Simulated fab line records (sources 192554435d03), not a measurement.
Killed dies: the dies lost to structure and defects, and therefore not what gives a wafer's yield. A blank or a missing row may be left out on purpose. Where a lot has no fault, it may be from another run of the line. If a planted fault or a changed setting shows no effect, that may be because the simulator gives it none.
Chamber matching | flow n5Finfet | N5_BEOL_M0_SAQP_PECVD_04 on pecvd-03: 3 sister chambers
The step deposits a-Si from SiH4/He, target thk 60 nm, time 60.2 s. 18 wafers are shown with their chamber, then 9 later ones without.

## WAFERS, EACH WITH ITS CHAMBER
wafer  | chamber | throttleValvePct (%) | showerheadPlenumPTorr (Torr) | heaterPowerW (W)
L076.2 | 1       | 18.6                 | 5.66                         | 618
L076.3 | 0       | 20.1                 | 5.64                         | 542
L076.5 | 0       | 20.1                 | 5.64                         | 552
L080.2 | 2       | 17.6                 | 5.67                         | 697
L080.3 | 1       | 18.8                 | 5.67                         | 680
L080.6 | 0       | 20.2                 | 5.62                         | 505
L082.2 | 2       | 17.4                 | 5.67                         | 814
L082.4 | 1       | 18.9                 | 5.69                         | 614
L082.5 | 0       | 20.7                 | 5.63                         | 582
L086.4 | 0       | 20.1                 | 5.63                         | 518
L086.5 | 2       | 17.6                 | 5.68                         | 679
L086.6 | 1       | 19.0                 | 5.67                         | 655
L089.3 | 0       | 20.2                 | 5.63                         | 529
L089.4 | 2       | 17.7                 | 5.68                         | 753
L089.5 | 1       | 18.8                 | 5.66                         | 636
L091.1 | 2       | 17.4                 | 5.67                         | 724
L091.3 | 1       | 18.9                 | 5.68                         | 679
L091.6 | 0       | 20.3                 | 5.64                         | 505

SIGNATURES (means of the wafers above)
reading               | chamber 0 | chamber 1 | chamber 2 | scatter within a chamber
throttleValvePct      | 20.243    | 18.833    | 17.540    | 0.172
showerheadPlenumPTorr | 5.6329    | 5.6717    | 5.6740    | 0.00874
heaterPowerW          | 533.29    | 647.00    | 733.40    | 36.6
Rule: for a wafer and a chamber, the distance is found by dividing, reading by reading, the gap between the wafer's reading and the chamber's mean by the reading's scatter, squaring, summing and taking the root. The wafer belongs to the nearest chamber; if the next one is less than 2 further off, it can't be placed. How the scatter is found: for the shown wafers, subtract from each reading the mean of its chamber, square and add these, divide the total by (wafers less chambers), then take the root.

## WAFERS WITHOUT THEIR CHAMBER
wafer  | throttleValvePct (%) | showerheadPlenumPTorr (Torr) | heaterPowerW (W)
L092.2 | 20.1                 | 5.63                         | 511
L092.5 | 20.3                 | 5.64                         | 509
L092.6 | 20.1                 | 5.64                         | 514
L094.1 | 20.3                 | 5.63                         | 508
L094.2 | 17.6                 | 5.67                         | 790
L094.3 | 19.0                 | 5.67                         | 611
L097.1 | 17.6                 | 5.64                         | 764
L097.3 | 18.9                 | 5.68                         | 628
L097.6 | 19.9                 | 5.63                         | 587

## WHICH CHAMBER EACH ONE RAN IN
wafer  | from the rows above | in truth
L092.2 | 0                   | 0
L092.5 | 0                   | 0
L092.6 | 0                   | 0
L094.1 | 0                   | 0
L094.2 | 2                   | 2
L094.3 | 1                   | 1
L097.1 | 2                   | 2
L097.3 | 1                   | 1
L097.6 | 0                   | 0
9 of 9 placed correctly. Not placeable from these rows: 0. Number placed wrongly: 0.
